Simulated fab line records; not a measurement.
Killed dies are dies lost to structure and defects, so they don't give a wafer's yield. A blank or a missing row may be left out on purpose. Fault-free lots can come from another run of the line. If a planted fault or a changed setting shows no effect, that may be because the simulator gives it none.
fab line records | flow n5Finfet
[record] lots = 8 | wafers = 24 | lastDay = 18
route steps=1938 shown SD_EPI_N@275 SD_EPI_P@321 SD_ACTIVATION@332 ILD0@338 BEOL_M4@1111 PASSIVATION@1936
lots with no fault: from the same line, run without faults
startH: hours from the record's opening day to when the first of the lot's shown wafers began | waitH: hours elapsed since this lot's preceding step | " repeats the value in the row above | L1.1+2: a row that stands for several wafers | - no value, or no start was given | * or withheld: withheld | < > ~ a bound
route shown NAME@n: a module of which the file shows steps, and the number in the route of the first | usual: average and standard deviation across the fault-free wafers | same: alike in all rows | chamber/n: place in a boat | sites: readings site by site | _std_site: standard deviation of those values | _edge_site: the outer-site mean with the inner-site mean subtracted | radiusMm: how far each site lies from the wafer's centre | mask NAME#n: copy n | behind: tool/chamber where the wafer was last shaped | hold: cause of the lot's hold/its duration in hours/its outcome | device: names the non-switching transistor (n, p or np) | end of line: the tests these same wafers got at the end of their route | a step given without rows: its recipe and nothing more | killed: dies lost to structure and defects at the first sort, not the wafer's yield | map: a wafer's dies, x killed, . not, _ none there
set.NAME: the setting the step ran with; set.NAME@STEP: the setting that earlier step ran with | model.NAME: the simulator's own value behind a step, which no gauge read
route steps across a sampled set of lots; one table per step, one row per wafer
services: from which hour (startH, from the record's first day; less than 0 if before it) a tool's chamber was out of use, for how many hours, and why
[[steps]]
[step N5_SD_EPI_N_ETCH_35]
[recipe] chemistry = N2/H2 | target = SOC | overetchA = 1080 | maskMaterial = SiARC | tempC = 40 | ionEnergyEv = 100 | sourceW = 3000 | biasW = 133 | pressureMtorr = 20 | timeS = 486 | n2FlowSccm = 200 | h2FlowSccm = 200
[usual] drypumpMotorCurrentA = 5.5/0.42 | n2FlowSccm = 200.0/0.55 | oesProductAu = 0.70/0.081 | rfVppV = 240.8/1.4 | showerheadPlenumPTorr = 2.54/0.095 | throttleValvePct = 23.8/0.59
lot.wafer | tool       | chamber | startH | waitH | drypumpMotorCurrentA | n2FlowSccm | oesProductAu | rfHoursCounterH | rfVppV | showerheadPlenumPTorr | throttleValvePct
L896.2    | rieDiel-01 | 2       | 82.57  | 0.0   | 5.9                  | 200.2      | 0.64         | 223             | 238.7  | 2.38                  | 23.9
L896.3    | "          | 0       | "      | "     | 5.8                  | 200.8      | 0.61         | 225             | 240.2  | 2.60                  | 24.4
L896.6    | "          | 3       | "      | "     | 5.6                  | 200.0      | 0.74         | -               | 241.4  | 2.56                  | 23.1
L897.3    | rieDiel-05 | 1       | 84.92  | 0.0   | 5.6                  | 200.6      | 0.74         | 79              | 238.1  | 2.45                  | 23.7
L897.5    | "          | 3       | "      | "     | 6.3                  | 199.3      | 0.64         | -               | 239.5  | 2.47                  | 23.5
L897.6    | "          | 0       | "      | "     | 4.7                  | 200.4      | 0.85         | -               | 243.0  | 2.61                  | 23.2
L898.1    | rieDiel-03 | 0       | 91.09  | 0.0   | 5.5                  | 199.6      | 0.66         | 156             | 240.5  | 2.43                  | 24.6
L898.3    | "          | 2       | "      | "     | 6.0                  | 200.5      | 0.83         | 11              | 242.2  | 2.68                  | 23.1
L898.6    | "          | 0       | "      | "     | 5.5                  | 199.9      | 0.67         | -               | 239.6  | 2.43                  | 24.6
L901.2    | rieDiel-03 | 0       | 111.52 | 0.0   | 5.5                  | 199.9      | 0.66         | 165             | 238.3  | 2.43                  | 24.6
L901.4    | "          | 2       | "      | "     | 6.0                  | 199.9      | 0.81         | -               | 241.1  | 2.68                  | 23.1
L901.5    | "          | 0       | "      | "     | 5.5                  | 199.6      | 0.66         | -               | 240.1  | 2.43                  | 24.6
L903.1    | rieDiel-05 | 3       | 123.07 | 0.0   | 6.3                  | 200.8      | 0.88         | 2               | 239.9  | 2.46                  | 22.9
L903.3    | "          | 1       | "      | "     | 5.6                  | 199.6      | 0.73         | 96              | 239.0  | 2.45                  | 23.7
L903.4    | "          | 2       | "      | "     | 5.8                  | 199.9      | 0.62         | 210             | 241.3  | 2.49                  | 23.6
L906.2    | rieDiel-01 | 0       | 138.92 | 0.0   | 5.8                  | 199.7      | 0.60         | 249             | 242.0  | 2.59                  | 24.4
L906.3    | "          | 2       | "      | "     | 5.9                  | 199.1      | 0.63         | 247             | 238.5  | 2.37                  | 23.9
L906.5    | "          | 0       | "      | "     | 5.8                  | 200.5      | 0.60         | -               | 242.5  | 2.59                  | 24.4
L907.2    | rieDiel-01 | 3       | 146.86 | 0.0   | 5.6                  | 200.2      | 0.71         | 94              | 242.0  | 2.55                  | 23.2
L907.5    | "          | 1       | "      | "     | 5.0                  | 200.1      | 0.63         | -               | 240.8  | 2.63                  | 24.8
L907.6    | "          | 3       | "      | "     | 5.6                  | 200.2      | 0.71         | -               | 241.5  | 2.55                  | 23.2
L913.2    | rieDiel-01 | 0       | 182.58 | 0.0   | 5.8                  | 199.7      | 0.82         | 12              | 241.1  | 2.59                  | 23.9
L913.3    | "          | 1       | "      | "     | 5.1                  | 201.0      | 0.61         | 226             | 243.3  | 2.63                  | 24.8
L913.4    | "          | 1       | "      | "     | 5.0                  | 199.6      | 0.62         | -               | 241.0  | 2.63                  | 24.8
[step N5_SD_EPI_N_VAPOR_ETCH_50]
[recipe] chemistry = HCl | target = Si | tempC = 775 | timeS = 54 | pressureTorr = 20 | mode = isotropic
[usual] chamberPressureTorr = 20.01/0.045 | throttleValvePct = 11.39/0.29
lot.wafer | tool        | chamber | startH | waitH | chamberPressureTorr | throttleValvePct
L896.2    | epiRpcvd-01 | 0       | 84.04  | 0.3   | 20.07               | 11.75
L896.3    | "           | 0       | "      | "     | 19.98               | 11.73
L896.6    | "           | 0       | "      | "     | 20.06               | 12.15
L897.3    | epiRpcvd-02 | 0       | 86.75  | 0.3   | 20.03               | 11.21
L897.5    | "           | 0       | "      | "     | 20.13               | 11.35
L897.6    | "           | 0       | "      | "     | 20.07               | 11.34
L898.1    | epiRpcvd-02 | 0       | 92.61  | 0.4   | 19.96               | 11.28
L898.3    | "           | 0       | "      | "     | 20.00               | 11.36
L898.6    | "           | 0       | "      | "     | 20.01               | 11.40
L901.2    | epiRpcvd-04 | 0       | 113.51 | 0.6   | 19.95               | 11.22
L901.4    | "           | 0       | "      | "     | 20.01               | 11.11
L901.5    | "           | 0       | "      | "     | 20.00               | 11.03
L903.1    | epiRpcvd-04 | 0       | 124.78 | 0.5   | 20.08               | 11.35
L903.3    | "           | 0       | "      | "     | 19.99               | 11.14
L903.4    | "           | 0       | "      | "     | 20.03               | 11.39
L906.2    | epiRpcvd-02 | 0       | 140.36 | 0.3   | 20.09               | 11.39
L906.3    | "           | 0       | "      | "     | 20.09               | 11.26
L906.5    | "           | 0       | "      | "     | 20.08               | 11.27
L907.2    | epiRpcvd-02 | 0       | 148.29 | 0.3   | 19.95               | 11.40
L907.5    | "           | 0       | "      | "     | 19.95               | 11.31
L907.6    | "           | 0       | "      | "     | 19.94               | 11.30
L913.2    | epiRpcvd-02 | 0       | 184.04 | 0.3   | 20.06               | 11.33
L913.3    | "           | 0       | "      | "     | 20.00               | 11.08
L913.4    | "           | 0       | "      | "     | 20.05               | 11.31
[step N5_SD_EPI_P_EPI_21]
[recipe] material = SiGe:B | dopant = B | tempC = 550 | pressureTorr = 20 | ambient = H2 | timeS = 355
[usual] chamberPressureTorr = 20.00/0.041
lot.wafer | tool        | chamber | startH | waitH | chamberPressureTorr
L896.2    | epiRpcvd-01 | 0       | 88.54  | 0.5   | 19.99
L896.3    | "           | 0       | "      | "     | 19.95
L896.6    | "           | 0       | 89.98  | 1.8   | 19.90
L897.3    | epiRpcvd-01 | 0       | 92.28  | 0.8   | 20.01
L897.5    | "           | 0       | "      | "     | 19.98
L897.6    | "           | 0       | "      | "     | 20.02
L898.1    | epiRpcvd-01 | 0       | 98.11  | 0.2   | 20.08
L898.3    | "           | 0       | "      | "     | 19.99
L898.6    | "           | 0       | 100.51 | 2.4   | 19.98
L901.2    | epiRpcvd-01 | 0       | 121.07 | 0.6   | 20.04
L901.4    | "           | 0       | "      | "     | 19.98
L901.5    | "           | 0       | "      | "     | 20.00
L903.1    | epiRpcvd-01 | 0       | 131.00 | 0.2   | 20.02
L903.3    | "           | 0       | "      | "     | 20.05
L903.4    | "           | 0       | "      | "     | 20.01
L906.2    | epiRpcvd-01 | 0       | 145.21 | 0.6   | 8.79
L906.3    | "           | 0       | "      | "     | 8.83
L906.5    | "           | 0       | "      | "     | 8.83
L907.2    | epiRpcvd-01 | 0       | 153.09 | 0.6   | 8.84
L907.5    | "           | 0       | 154.53 | 2.0   | 8.83
L907.6    | "           | 0       | "      | "     | 8.82
L913.2    | epiRpcvd-02 | 0       | 188.72 | 0.5   | 19.96
L913.3    | "           | 0       | "      | "     | 19.98
L913.4    | "           | 0       | "      | "     | 19.94
[step N5_SD_EPI_P_EPI_MEAS_23]
[recipe] mode = xrd
[usual] thkNm = 61.0/1.2
lot.wafer | tool         | chamber | startH | waitH | thkNm
L896.2    | filmMetro-02 | -       | 90.37  | 1.5   | 60.3
L896.3    | "            | -       | "      | "     | 60.3
L896.6    | "            | -       | "      | "     | 59.4
L897.3    | filmMetro-02 | -       | 93.76  | 1.1   | 61.3
L897.5    | "            | -       | "      | "     | 59.3
L897.6    | "            | -       | "      | "     | 61.7
L898.1    | filmMetro-01 | -       | 101.03 | 2.4   | 61.3
L898.3    | "            | -       | "      | "     | 60.8
L898.6    | "            | -       | "      | "     | 61.9
L901.2    | filmMetro-01 | -       | 123.53 | 2.0   | 60.5
L901.4    | "            | -       | "      | "     | 61.9
L901.5    | "            | -       | "      | "     | 61.7
L903.1    | filmMetro-02 | -       | 133.91 | 2.4   | 61.6
L903.3    | "            | -       | "      | "     | 61.3
L903.4    | "            | -       | "      | "     | 58.4
L906.2    | filmMetro-01 | -       | 147.67 | 2.0   | 44.1
L906.3    | "            | -       | "      | "     | 43.2
L906.5    | "            | -       | "      | "     | 45.2
L907.2    | filmMetro-01 | -       | 155.53 | 2.0   | 42.6
L907.5    | "            | -       | "      | "     | 46.6
L907.6    | "            | -       | "      | "     | 44.6
L913.2    | filmMetro-02 | -       | 190.55 | 1.5   | 60.4
L913.3    | "            | -       | "      | "     | 62.2
L913.4    | "            | -       | "      | "     | 61.3
[step N5_SD_ACTIVATION_RS_MEAS_03]
[recipe] thkMeasGauge = four-point-probe
[usual] RS_SD_N = 21.89/0.28 | RS_SD_P = 56.2/0.9
lot.wafer | tool         | chamber | startH | waitH | RS_SD_N[ohm/sq] | RS_SD_P[ohm/sq]
L896.2    | filmMetro-02 | -       | 91.00  | 0.2   | 21.68           | 56.0
L896.3    | "            | -       | "      | "     | 21.70           | 55.9
L896.6    | "            | -       | "      | "     | 21.95           | 56.6
L897.3    | filmMetro-01 | -       | 94.41  | 0.2   | 21.92           | 55.4
L897.5    | "            | -       | "      | "     | 21.56           | 56.5
L897.6    | "            | -       | "      | "     | 21.71           | 57.0
L898.1    | filmMetro-01 | -       | 101.65 | 0.2   | 22.03           | 56.4
L898.3    | "            | -       | "      | "     | 21.90           | 56.4
L898.6    | "            | -       | "      | "     | 22.25           | 56.1
L901.2    | filmMetro-02 | -       | 124.22 | 0.2   | 22.03           | 57.2
L901.4    | "            | -       | "      | "     | 21.60           | 56.9
L901.5    | "            | -       | "      | "     | 21.92           | 56.3
L903.1    | filmMetro-02 | -       | 134.52 | 0.2   | 22.13           | 55.7
L903.3    | "            | -       | "      | "     | 21.85           | 56.4
L903.4    | "            | -       | "      | "     | 21.90           | 56.0
L906.2    | filmMetro-02 | -       | 148.41 | 0.2   | 21.79           | 98.2
L906.3    | "            | -       | "      | "     | 21.78           | 98.9
L906.5    | "            | -       | "      | "     | 21.55           | 98.1
L907.2    | filmMetro-02 | -       | 156.50 | 0.2   | 21.66           | 96.9
L907.5    | "            | -       | "      | "     | 21.98           | 96.3
L907.6    | "            | -       | "      | "     | 21.69           | 96.1
L913.2    | filmMetro-01 | -       | 191.18 | 0.2   | 21.77           | 56.8
L913.3    | "            | -       | "      | "     | 21.68           | 55.7
L913.4    | "            | -       | "      | "     | 21.60           | 56.4
[step N5_ILD0_CMP_03]
[recipe] stopOn = SiNx | tOverpolishS = 1.9 | postCmpClean = alkalineBrush | downForcePsi = 4.1491 | platenRpm = 51.796 | padVelocityMS = 1.0306 | targetThkNm = 197.38
[usual] motorCurrentA = 12.2/1.4 | overpolishRunS = 1.900/0.0094 | timeToEndpointS = 69/3.9
lot.wafer | tool   | chamber | startH | waitH | motorCurrentA | overpolishRunS | timeToEndpointS
L896.3    | cmp-01 | 2       | 94.16  | 0.1   | 11.5          | 1.907          | 70
L896.2    | "      | 3       | "      | "     | 12.4          | 1.901          | 73
L896.6    | "      | 2       | "      | "     | 11.3          | 1.893          | 67
L897.3    | cmp-02 | 1       | 97.13  | 0.1   | 13.5          | 1.889          | 62
L897.5    | "      | 0       | "      | "     | 11.2          | 1.899          | 72
L897.6    | "      | 1       | "      | "     | 13.4          | 1.876          | 63
L898.1    | cmp-03 | 0       | 104.47 | 0.1   | 11.8          | 1.900          | 71
L898.3    | "      | 2       | "      | "     | 15.1          | 1.895          | 66
L898.6    | "      | 0       | "      | "     | 12.0          | 1.886          | 73
L901.2    | cmp-01 | 3       | 126.92 | 0.0   | 12.6          | 1.900          | 73
L901.4    | "      | 1       | "      | "     | 11.0          | 1.912          | 71
L901.5    | "      | 0       | "      | "     | 12.3          | 1.896          | 68
L903.1    | cmp-02 | 1       | 137.87 | 0.1   | 13.8          | 1.900          | 64
L903.4    | "      | 2       | "      | "     | 13.1          | 1.905          | 68
L903.3    | "      | 3       | "      | "     | 11.8          | 1.907          | 65
L906.2    | cmp-01 | 0       | 151.23 | 0.1   | 12.3          | 1.893          | 64
L906.3    | "      | 1       | "      | "     | 10.7          | 1.907          | 69
L906.5    | "      | 2       | "      | "     | 10.8          | 1.914          | 62
L907.2    | cmp-03 | 2       | 159.20 | 0.0   | 15.1          | 1.899          | 67
L907.6    | "      | 2       | "      | "     | 15.0          | 1.904          | 66
L907.5    | "      | 3       | "      | "     | 10.7          | 1.894          | 69
L913.4    | cmp-03 | 1       | 193.88 | 0.0   | 11.6          | 1.891          | 67
L913.3    | "      | 3       | "      | "     | 10.4          | 1.911          | 69
L913.2    | "      | 0       | "      | "     | 12.6          | 1.906          | 73
[step N5_BEOL_M4_RC_MEAS_101]
[usual] DIBL_N = 37.5/2.5 | DIBL_P = 38/3.1 | IOFF_N = 0.19/0.059 | IOFF_P = 0.24/0.061 | ION_N = 679/16 | ION_P = 465/9.8 | RC_DENSE_P = 24.2/0.81 | RC_P = 19.7/0.64 | REXT_P = 101.0/2.9 | RS_SD_P = 66.1/0.96 | SS_N = 72.0/0.8 | SS_P = 73.7/0.86 | VT_N = 248/4.5 | VT_P = -249/3.5 | VT_P_LVT = -97/3.3
lot.wafer | tool      | chamber | startH | waitH | DIBL_N[mV/V] | DIBL_P[mV/V] | IOFF_N[nA/um] | IOFF_P[nA/um] | ION_N[uA/um] | ION_P[uA/um] | RC_DENSE_P[ohm.um] | RC_P[ohm.um] | REXT_P[ohm.um] | RS_SD_P[ohm/sq] | SS_N[mV/dec] | SS_P[mV/dec] | VT_N[mV] | VT_P[mV] | VT_P_LVT[mV]
L896.2    | prober-02 | 0       | 191.94 | 0.2   | 31.0         | 28           | 0.08          | 0.12          | 644          | 452          | 23.3               | 19.0         | 99.5           | 66.4            | 70.6         | 70.8         | 259      | -255     | -103
L896.3    | "         | 0       | "      | "     | 33.5         | 33           | 0.12          | 0.18          | 679          | 467          | 24.9               | 20.3         | 99.0           | 66.5            | 69.8         | 72.5         | 253      | -251     | -99
L896.6    | "         | 0       | "      | "     | 33.7         | 35           | 0.13          | 0.19          | 672          | 462          | 23.7               | 19.5         | 100.8          | 66.2            | 70.2         | 73.0         | 250      | -250     | -99
L897.3    | prober-01 | 0       | 215.59 | 0.3   | 33.7         | 34           | 0.12          | 0.17          | 662          | 453          | 24.3               | 19.9         | 100.6          | 65.9            | 71.2         | 72.9         | 255      | -252     | -98
L897.5    | "         | 0       | "      | "     | 37.1         | 39           | 0.18          | 0.23          | 677          | 464          | 25.2               | 20.8         | 100.8          | 66.6            | 71.8         | 73.8         | 249      | -246     | -96
L897.6    | "         | 0       | "      | "     | 41.1         | 44           | 0.31          | 0.34          | 705          | 477          | 23.2               | 18.8         | 99.1           | 66.9            | 73.1         | 75.8         | 244      | -245     | -92
L898.1    | prober-02 | 0       | 221.67 | 0.0   | 35.9         | 37           | 0.16          | 0.20          | 667          | 459          | 24.2               | 19.7         | 104.9          | 66.6            | 72.3         | 73.8         | 251      | -252     | -99
L898.3    | "         | 0       | "      | "     | 37.2         | 37           | 0.19          | 0.20          | 680          | 461          | 24.4               | 19.6         | 105.6          | 66.4            | 72.0         | 73.0         | 249      | -251     | -100
L898.6    | "         | 0       | "      | "     | 33.6         | 34           | 0.11          | 0.17          | 659          | 451          | 23.7               | 19.2         | 103.4          | 66.1            | 70.9         | 73.0         | 255      | -254     | -103
L901.2    | prober-01 | 0       | 251.57 | 0.2   | 39.7         | 42           | 0.30          | 0.37          | 716          | 484          | 24.7               | 20.0         | 100.6          | 66.7            | 72.8         | 74.3         | 239      | -239     | -91
L901.4    | "         | 0       | "      | "     | 33.7         | 34           | 0.13          | 0.19          | 670          | 461          | 24.6               | 20.2         | 101.6          | 66.6            | 72.0         | 72.9         | 252      | -251     | -99
L901.5    | "         | 0       | "      | "     | 36.6         | 38           | 0.21          | 0.29          | 701          | 486          | 25.3               | 20.5         | 100.7          | 65.6            | 71.9         | 74.4         | 241      | -244     | -94
L903.1    | prober-02 | 0       | 253.23 | 0.0   | 35.6         | 35           | 0.15          | 0.17          | 660          | 448          | 24.3               | 19.9         | 99.3           | 65.3            | 71.4         | 73.2         | 250      | -255     | -101
L903.3    | "         | 0       | "      | "     | 34.5         | 34           | 0.14          | 0.17          | 672          | 453          | 24.3               | 19.9         | 99.1           | 66.2            | 71.0         | 72.5         | 248      | -255     | -101
L903.4    | "         | 0       | "      | "     | 37.2         | 38           | 0.18          | 0.22          | 678          | 450          | 24.0               | 19.5         | 97.9           | 66.1            | 71.9         | 73.9         | 246      | -250     | -98
L906.2    | prober-01 | 0       | 258.22 | 0.2   | 39.9         | 41           | 0.28          | 0.19          | 702          | 427          | 29.2               | 23.7         | 139.9          | 113.5           | 72.3         | 74.4         | 242      | -258     | -108
L906.3    | "         | 0       | "      | "     | 39.4         | 42           | 0.25          | 0.19          | 690          | 425          | 29.0               | 23.6         | 138.7          | 114.8           | 71.7         | 74.5         | 246      | -258     | -108
L906.5    | "         | 0       | "      | "     | 39.4         | 42           | 0.26          | 0.19          | 686          | 427          | 28.8               | 23.4         | 139.7          | 113.9           | 72.6         | 74.1         | 243      | -259     | -108
L907.2    | prober-02 | 0       | 262.83 | 0.2   | 36.4         | 36           | 0.15          | 0.11          | 668          | 415          | 28.9               | 23.8         | 140.9          | 112.5           | 71.9         | 73.1         | 253      | -264     | -115
L907.5    | "         | 0       | "      | "     | 36.4         | 36           | 0.15          | 0.12          | 679          | 424          | 27.6               | 22.6         | 138.5          | 110.8           | 72.0         | 73.3         | 252      | -266     | -113
L907.6    | "         | 0       | "      | "     | 37.9         | 39           | 0.19          | 0.14          | 689          | 428          | 27.4               | 22.3         | 138.0          | 112.4           | 72.1         | 73.6         | 248      | -262     | -112
L913.2    | prober-02 | 0       | 312.12 | 0.2   | 37.5         | 39           | 0.18          | 0.22          | 679          | 466          | 24.2               | 19.7         | 100.1          | 66.4            | 72.5         | 73.7         | 251      | -252     | -99
L913.3    | "         | 0       | "      | "     | 34.7         | 35           | 0.13          | 0.17          | 673          | 459          | 25.5               | 20.8         | 99.5           | 65.3            | 71.5         | 73.4         | 254      | -252     | -102
L913.4    | "         | 0       | "      | "     | 37.5         | 40           | 0.19          | 0.26          | 677          | 463          | 25.0               | 20.7         | 98.3           | 66.9            | 72.1         | 74.5         | 248      | -249     | -96
[step N5_PASSIVATION_PROBE_49]
[usual] defectLimitedYield = 91.0/1.4 | killed_at_M0_to_M3 = 35/10 | killed_at_M4_up = 14/5.5 | killedAtContacts = 13/5.6 | killedAtFrontEnd = 41/11 | killedAtOther = 4/3.4 | killedDies = 106/16 | killedOpen = 68/12 | killedShort = 35/7.3 | sort_bin_4_leakage = 0.3/2.1 | sort_bin_5_function = 5.3/0.89 | sort_bin_6_memory = 3.4/0.67 | sort_bin_8_speed = 0.01/0.11 | sortNPass = 1070/28 | sortYieldPct = 90.7/2.4
[same] grossDies = 1180 | killedAtBackSide = 0
lot.wafer | tool      | chamber | startH | waitH | defectLimitedYield[%] | killed_at_M0_to_M3 | killed_at_M4_up | killedAtContacts | killedAtFrontEnd | killedAtOther | killedDies | killedOpen | killedShort | sort_bin_4_leakage[%] | sort_bin_5_function[%] | sort_bin_6_memory[%] | sort_bin_8_speed[%] | sortNPass | sortYieldPct[%]
L906.2    | prober-01 | -       | 374.55 | 0.1   | 90.3                  | 44                 | 18              | 17               | 32               | 3             | 114        | 74         | 34          | 0.1                   | 6.4                    | 3.0                  | 27.46               | 741       | 62.8
L906.3    | prober-01 | -       | 374.60 | 0.1   | 92.4                  | 27                 | 11              | 16               | 36               | 0             | 90         | 60         | 29          | 0                     | 4.4                    | 2.9                  | 63.90               | 336       | 28.5
L906.5    | prober-01 | -       | 374.70 | 0.2   | 92.5                  | 38                 | 11              | 14               | 26               | 0             | 89         | 54         | 32          | 0                     | 4.2                    | 3.1                  | 43.73               | 575       | 48.7
L907.2    | prober-02 | -       | 380.61 | 0.1   | 87.3                  | 54                 | 15              | 24               | 51               | 6             | 150        | 93         | 52          | 0                     | 7.5                    | 4.6                  | 84.92               | 28        | 2.4
L907.5    | prober-02 | -       | 380.76 | 0.2   | 89.8                  | 56                 | 13              | 16               | 31               | 4             | 120        | 74         | 39          | 0                     | 5.8                    | 3.5                  | 60.17               | 350       | 29.7
L907.6    | prober-02 | -       | 380.81 | 0.3   | 90.3                  | 37                 | 22              | 17               | 36               | 3             | 115        | 72         | 37          | 0                     | 5.6                    | 4.0                  | 39.49               | 599       | 50.8
// killed by level:class
L906.2 BEOL_M0_SAQP:geometricParticle:open=14 MOL_CONTACT_COAG:geometricParticle:open=13 BEOL_M0_SAQP:geometricParticle:short=11 STI_FIN_REVEAL:geometricParticle:open=10 BEOL_M2:geometricParticle:open=6 BEOL_M3:geometricParticle:open=6 BEOL_M4:geometricParticle:open=6 STI_FIN_REVEAL:geometricParticle:short=4
L906.3 MOL_CONTACT_COAG:geometricParticle:open=12 STI_FIN_REVEAL:geometricParticle:open=10 BEOL_M0_SAQP:geometricParticle:open=9 FIN_SAQP:geometricParticle:open=7 BEOL_M4:geometricParticle:open=6 BEOL_M0_SAQP:geometricParticle:short=5 FIN_SAQP:geometricParticle:short=4 MOL_CONTACT_COAG:geometricParticle:short=4
L906.5 MOL_CONTACT_COAG:geometricParticle:open=12 BEOL_M0_SAQP:geometricParticle:short=11 BEOL_M3:geometricParticle:open=10 GATE_CUT:geometricParticle:short=9 BEOL_M0_SAQP:geometricParticle:open=9 GATE_CUT:geometricParticle:open=4 FIN_CUT:geometricParticle:short=3 BEOL_M4:geometricParticle:open=3
L907.2 BEOL_M0_SAQP:geometricParticle:short=19 MOL_CONTACT_COAG:geometricParticle:open=18 BEOL_M0_SAQP:geometricParticle:open=16 FIN_SAQP:geometricParticle:open=14 BEOL_M2:geometricParticle:open=13 FIN_SAQP:geometricParticle:short=9 BEOL_M4:geometricParticle:open=8 MOL_CONTACT_COAG:geometricParticle:short=6
L907.5 BEOL_M0_SAQP:geometricParticle:short=20 MOL_CONTACT_COAG:geometricParticle:open=14 BEOL_M0_SAQP:geometricParticle:open=13 BEOL_M4:geometricParticle:open=7 BEOL_M1:geometricParticle:open=7 BEOL_M2:geometricParticle:open=7 DUMMY_GATE:geometricParticle:open=5 HKMG_FIN:areaEtch=5
L907.6 MOL_CONTACT_COAG:geometricParticle:open=15 BEOL_M0_SAQP:geometricParticle:open=11 BEOL_M2:geometricParticle:open=9 FIN_SAQP:geometricParticle:short=8 BEOL_M0_SAQP:geometricParticle:short=8 BEOL_M4:geometricParticle:open=7 STI_FIN_REVEAL:geometricParticle:open=6 FIN_SAQP:geometricParticle:open=4
[[services]]
tool        | chamber | startH | hours | kind
cmp-03      | -       | 77.63  | 0.9   | repair
rieDiel-05  | 2       | 79.97  | 7.6   | repair
cmp-03      | -       | 84.88  | 0.2   | repair
epiRpcvd-02 | -       | 89.15  | 2.8   | pm
rieDiel-01  | 3       | 91.95  | 1.8   | repair
cmp-02      | -       | 100.91 | 0.9   | repair
rieDiel-03  | 3       | 102.94 | 20.2  | repair
rieDiel-03  | 2       | 110.03 | 1.3   | repair
cmp-01      | -       | 113.30 | 4.0   | pm
rieDiel-03  | -       | 114.49 | 14.6  | pm
cmp-01      | -       | 119.88 | 1.6   | repair
cmp-02      | -       | 120.40 | 0.7   | repair
rieDiel-01  | 3       | 120.80 | 2.2   | repair
cmp-03      | -       | 122.60 | 6.2   | pm
rieDiel-01  | 1       | 123.00 | 5.2   | repair
epiRpcvd-04 | -       | 128.08 | 2.8   | pm
cmp-02      | -       | 133.65 | 3.4   | pm
rieDiel-01  | 0       | 141.30 | -     | clean
rieDiel-01  | 0       | 141.30 | -     | consumableReplace:focusRing
cmp-03      | -       | 149.96 | 3.7   | repair
cmp-02      | -       | 154.38 | 4.4   | repair
rieDiel-03  | 0       | 167.94 | 1.8   | repair
cmp-03      | -       | 169.69 | 6.0   | pm
epiRpcvd-04 | -       | 191.03 | 8.1   | pm
[[key]]
[firstSign] step = N5_SD_EPI_P_EPI_21 | reading = chamberPressureTorr | direction = down | sigmas = 99+ | usual = 20.00 | struck = 8.82
[effect] step = N5_SD_EPI_P_EPI_MEAS_23 | reading = thkNm | direction = down | sigmas = 14 | usual = * | struck = *
[effect] step = N5_SD_ACTIVATION_RS_MEAS_03 | reading = RS_SD_P | direction = up | sigmas = 46 | usual = 56.2 | struck = 97.4
[effect] step = N5_BEOL_M4_RC_MEAS_101 | reading = RS_SD_P | direction = up | sigmas = 49 | usual = 66.1 | struck = 113.0
[effect] step = N5_BEOL_M4_RC_MEAS_101 | reading = REXT_P | direction = up | sigmas = 13 | usual = 101.0 | struck = 139.3
[effect] step = N5_BEOL_M4_RC_MEAS_101 | reading = RC_P | direction = up | sigmas = 5.5 | usual = 19.7 | struck = 23.2
[effect] step = N5_BEOL_M4_RC_MEAS_101 | reading = RC_DENSE_P | direction = up | sigmas = 5.3 | usual = 24.2 | struck = 28.5
[effect] step = N5_BEOL_M4_RC_MEAS_101 | reading = VT_P_LVT | direction = down | sigmas = 4.1 | usual = -97 | struck = -110
[effect] step = N5_BEOL_M4_RC_MEAS_101 | reading = ION_P | direction = down | sigmas = 4.1 | usual = 465 | struck = 424
[effect] step = N5_BEOL_M4_RC_MEAS_101 | reading = VT_P | direction = down | sigmas = 3.6 | usual = -249 | struck = -261
[effect] step = N5_PASSIVATION_PROBE_49 | reading = sort_bin_8_speed | direction = up | sigmas = 99+ | usual = 0.01 | struck = 53.28
metAt N5_SD_EPI_P_EPI_21
struckLots L906,L907
notActingAt N5_SD_EPI_N_ETCH_35,N5_SD_EPI_N_VAPOR_ETCH_50,N5_ILD0_CMP_03
onsetBetween 131.00 145.21
[fault] kind = processParameterDrift | tool = epiRpcvd-01 | chamber = - | onsetH = 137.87 | steps = N5_SD_EPI_P_EPI_21 | channel = pressureTorr | offset = -11.187 | shape = step | endH = 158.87 | actsIn = theseRecipesOnly | stated = 20
